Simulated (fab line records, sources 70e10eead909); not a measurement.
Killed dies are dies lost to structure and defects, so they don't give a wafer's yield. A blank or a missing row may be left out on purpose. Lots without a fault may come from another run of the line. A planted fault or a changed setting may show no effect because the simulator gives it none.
A struck lot beside a sound one | flow nand_harc | 27 steps out of a route of 1302
Sound: wafers L383.2, L383.5, L383.6. Struck: wafers L373.2, L373.5, L373.6. The cause comes at the end.
At each step with rows: each side's tool, then ch and its chambers, then its first start. Under that, the readings that differ: sound wafers | struck wafers | difference of the means | sigmas: that difference in standard deviations of wafers without a fault.
alike: readings whose means differ by less than 2 such deviations, and words and numbers that are the same on both sides. not compared: withheld readings, readings that some wafer has no value for, bounds like >300 that may hide the same value, and numbers for which the record gives no deviation and whose values overlap.
The two part at a step that has a row with sigmas, a row that says differs or no value, or rows on one side only. Numbers that don't overlap but have no deviation are shown without sigmas and don't part them. A reading that every wafer of one side lacks parts them only if that side has two wafers or more.

NHARC_A_CHANNEL_HOLE_D2_DESCUM_15: chemistry O2, time 3 s.
  sound on rie_diel-04 ch 2,3, day 18 10:23; struck on rie_diel-04 ch 0,1,2, day 14 07:36
  alike: drypump_motor_current_A, oes_product_au, rf_vpp_V, showerhead_plenum_p_Torr, throttle_valve_pct
  not compared: rf_hours_counter_h
then, 3 steps without rows for these wafers: NHARC_A_CHANNEL_HOLE_D2_ETCH_38 (etches the open film in CF4, target depth 39 nm, time 65 s); NHARC_A_CHANNEL_HOLE_D2_ETCH_39 (etches the open film in N2/H2, target depth 260 nm, time 325 s); NHARC_A_CHANNEL_HOLE_D2_ETCH_34 (etches the open film in CF4/CHF3, target depth 154 nm, time 77 s).
NHARC_A_CHANNEL_HOLE_D2_ETCH_16: etches the open film in O2/COS, target depth 3100 nm, time 806 s.
  sound on rie_diel-04 ch 1,2,3; struck on rie_diel-04 ch 0,2,3
  alike: bias_w, cos_flow_sccm, drypump_motor_current_A, oes_product_au, rf_vpp_V, showerhead_plenum_p_Torr, throttle_valve_pct
  not compared: rf_hours_counter_h
NHARC_A_CHANNEL_HOLE_D2_CD_MEAS_18:
  sound on cd_sem-01, day 18 11:29; struck on cd_sem-03, day 14 08:41
  alike: cd_nm
then, 4 steps without rows for these wafers: NHARC_A_CHANNEL_HOLE_D2_ETCH_19 (etches the open film in C4F8/O2/Ar, time 34.5 s); NHARC_A_CHANNEL_HOLE_D2_ETCH_20 (etches the open film in C4F8/O2/Ar, time 361.9 s, target depth 1600 nm); NHARC_A_CHANNEL_HOLE_D2_ETCH_21 (etches the open film in C4F8/O2/Ar, time 514.3 s, target depth 1600 nm); NHARC_A_CHANNEL_HOLE_D2_ETCH_22 (etches the open film in C4F8/O2/Ar, time 666.7 s, target depth 1600 nm).
NHARC_A_CHANNEL_HOLE_D2_ETCH_23: etches the open film in C4F8/O2/Ar, time 819 s, target depth 1600 nm.
  sound on har_etch-01 ch 0,1, day 18 13:00; struck on har_etch-02 ch 0,1, day 14 10:12
  alike: drypump_motor_current_A, showerhead_plenum_p_Torr, throttle_valve_pct
  not compared: rf_hours_counter_h
NHARC_A_CHANNEL_HOLE_D2_ETCH_24: etches the open film in C4F8/O2/Ar, time 906.2 s, target depth 1500 nm.
  sound on har_etch-01 ch 0,1, day 18 13:41; struck on har_etch-02 ch 0,1, day 14 10:53
  alike: drypump_motor_current_A, showerhead_plenum_p_Torr, throttle_valve_pct
  not compared: rf_hours_counter_h
NHARC_A_CHANNEL_HOLE_D2_ETCH_25: etches the open film in C4F8/O2/Ar, time 1040.2 s, target depth 1500 nm.
  sound on har_etch-01 ch 0,1, day 18 14:27; struck on har_etch-02 ch 0,1, day 14 11:39
  alike: drypump_motor_current_A, showerhead_plenum_p_Torr, throttle_valve_pct
  not compared: rf_hours_counter_h
NHARC_A_CHANNEL_HOLE_D2_ETCH_26: etches the open film in C4F8/O2/Ar, time 224.1 s, target depth 300 nm.
  sound on har_etch-01 ch 0,1, day 18 15:19; struck on har_etch-02 ch 0,1, day 14 12:31
  alike: drypump_motor_current_A, showerhead_plenum_p_Torr, throttle_valve_pct
  not compared: rf_hours_counter_h
then, 8 steps without rows for these wafers: NHARC_A_CHANNEL_HOLE_D2_ETCH_27 (etches the open film in C4F8/O2/Ar, time 90 s, target depth 400 nm); NHARC_A_CHANNEL_HOLE_D2_STRIP_41 (strips in N2/H2); NHARC_A_CHANNEL_HOLE_D2_STRIP_42 (strips in CF4/CHF3); NHARC_A_CHANNEL_HOLE_D2_STRIP_43 (strips in O2/COS); NHARC_A_CHANNEL_HOLE_D2_ETCH_44 (etches the open film in CF4/O2, target depth 140 nm, overetch 14 nm, time 77 s); NHARC_A_CHANNEL_HOLE_D2_STRIP_28 (strips in O2); NHARC_A_CHANNEL_HOLE_D2_PRECLEAN_29 (cleans in SC1); NHARC_A_CHANNEL_HOLE_D2_SRD_30.
NHARC_A_CHANNEL_HOLE_D2_CD_MEAS_31:
  sound on cd_sem-01, day 18 17:05; struck on cd_sem-01, day 14 14:17
  alike: cd_nm
then, 1 step without rows for these wafers: NHARC_A_CHANNEL_HOLE_D2_XSEM_32.
NHARC_A_CHANNEL_HOLE_D2_INSPECT_40:
  sound on defect_inspect-02, day 18 17:16; struck on defect_inspect-01, day 14 14:28
  reading          | sound       | struck         | difference | sigmas
  raw_defect_count | 254 181 260 | 1191 1162 1159 | +939       | +10
then, 1 step without rows for these wafers: NHARC_A_CHANNEL_FILL_D2_PRECLEAN_00 (cleans in SC1).
-- the record jumps here: 10 days lie between the struck wafers' starts before and after (it left off in module A_CHANNEL_FILL_D2 and takes up again in module END, whose first step shown is number 1302 of the route) --
NHARC_END_SORT_01:
  the record has rows for the struck wafers here (prober-02 ch 0, day 24 20:25) and none for the sound ones

WHERE THEY PART
First at NHARC_A_CHANNEL_HOLE_D2_INSPECT_40; last, within this record, at NHARC_END_SORT_01.

WHY: what the simulator had put in
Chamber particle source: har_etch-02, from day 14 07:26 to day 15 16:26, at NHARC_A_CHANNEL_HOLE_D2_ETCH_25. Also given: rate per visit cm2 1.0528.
